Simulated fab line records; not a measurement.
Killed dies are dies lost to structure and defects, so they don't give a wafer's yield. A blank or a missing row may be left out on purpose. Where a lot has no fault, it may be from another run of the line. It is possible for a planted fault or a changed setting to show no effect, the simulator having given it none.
A lot that was struck, set against a sound lot / flow n5-finfet / 15 steps out of a route of 1938
Sound: wafers L744.3, L744.5, L744.6. The struck wafers were L751.1, L751.3, L751.4. The cause comes at the end.
Per side, at each step with rows, come the tool, then ch with its chambers, and then its first start. Under that, the readings that differ: sound wafers / struck wafers / difference of the means / sigmas: that difference in standard deviations of wafers without a fault.
alike: readings whose means differ by less than 2 such deviations, and words and numbers that are the same on both sides. not compared: withheld readings, readings that some wafer has no value for, bounds like >300 that may hide the same value, and numbers for which the record gives no deviation and whose values overlap.
The two part at a step that has a row with sigmas, a row that says differs or no value, or rows on one side only. When numbers do not overlap yet have no deviation, they are printed without sigmas and do not part them. A reading missing from all wafers of one side parts the sides only when that side holds two or more wafers.

N5_FIN_SAQP_HM_OPEN_33: chemistry CH3F/O2, target SiNx, target depth 49.4 nm, time 70.6 s.
  sound on rie-diel-02 ch 1,2, day 4 08:56; struck on rie-diel-06 ch 0,2, day 6 02:04
  alike: bias-w, drypump-motor-current-A, etch-rf-on-time-s, oes-product-au, rf-vpp-V, showerhead-plenum-p-Torr, throttle-valve-pct
  not compared: rf-hours-counter-h
N5_FIN_SAQP_ETCH_34: etches SiO2 in C4F6/O2, target depth 45 nm, time 15 s.
  sound on rie-diel-02 ch 1,2, day 4 09:01; struck on rie-diel-06 ch 0,2, day 6 02:08
  alike: bias-w, drypump-motor-current-A, etch-rf-on-time-s, oes-product-au, rf-vpp-V, showerhead-plenum-p-Torr, throttle-valve-pct
  not compared: rf-hours-counter-h
N5_FIN_SAQP_STRIP_77: strips in N2/H2, time 90 s.
  sound on rie-diel-02 ch 1,2, day 4 09:02; struck on rie-diel-06 ch 0,2, day 6 02:09
  alike: drypump-motor-current-A, oes-product-au, rf-vpp-V, showerhead-plenum-p-Torr, throttle-valve-pct
  not compared: rf-hours-counter-h
N5_FIN_SAQP_HM_CD_35: target cd 8 nm.
  sound on cd-sem-01, day 4 09:10; struck on cd-sem-01, day 6 02:17
  alike: cd-nm
N5_FIN_SAQP_ETCH_64: etches SiO2 in CF4, target depth 1.5 nm.
  sound on rie-si-04 ch 0,1,2, day 4 09:12; struck on rie-si-03 ch 0,1,2, day 6 02:20
  alike: bias-w, drypump-motor-current-A, oes-product-au, throttle-valve-pct
  not compared: rf-hours-counter-h
N5_FIN_SAQP_FIN_ETCH_36: etches the open film in HBr/Cl2/O2, target depth 120 nm, time 50.4 s.
  sound on rie-si-04 ch 0,1,2, day 4 09:13; struck on rie-si-03 ch 0,1,2, day 6 02:21
  alike: HBr_flow_sccm, bias-w, drypump-motor-current-A, oes-product-au, throttle-valve-pct
  not compared: rf-hours-counter-h
N5_FIN_SAQP_CD_MEAS_37: target cd 8 nm.
  sound on cd-sem-02, day 4 09:21; struck on cd-sem-02, day 6 02:28
  alike: cd-nm
then, 3 steps without rows for these wafers: N5_FIN_SAQP_PRECLEAN_38 (cleans in O3/DIW, time 45 s); N5_FIN_SAQP_PRECLEAN_45 (cleans in dHF, time 10 s); N5_FIN_SAQP_SRD_39 (time 30 s).
N5_FIN_SAQP_OCD_MEAS_76:
  sound on ocd-02, day 4 09:27; struck on ocd-02, day 6 02:34
  alike: trench-depth-nm
N5_FIN_SAQP_INSPECT_40: inspects for defects (brightfield).
  sound on defect-inspect-01, day 4 09:29; struck on defect-inspect-01, day 6 02:37
  alike: raw-defect-count
N5_FIN_CUT_COAT_18: time 60 s, resist thk 230 nm.
  sound on litho-track-04 ch 0, day 4 09:31; struck on litho-track-04 ch 0, day 6 02:38
reading=heater-power-total-W (W); sound=497.7 502.9 498.2; struck=484.4 484.1 484.7; difference=-15.2; sigmas=-8
reading=plate-temp-C (C); sound=250.04 249.98 249.86; struck=243.96 243.84 244.14; difference=-5.98; sigmas=-40
then, 2 steps without rows for these wafers: N5_FIN_CUT_COAT_19 (time 60 s, resist thk 20 nm); N5_PASSIVATION_PROBE_49.

## WHERE THEY PART
At N5_FIN_CUT_COAT_18 and nowhere else, as far as this record goes.

WHY: whatever the simulator had introduced
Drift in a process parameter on litho-track-04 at N5_FIN_CUT_COAT_18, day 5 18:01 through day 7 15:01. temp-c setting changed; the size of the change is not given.
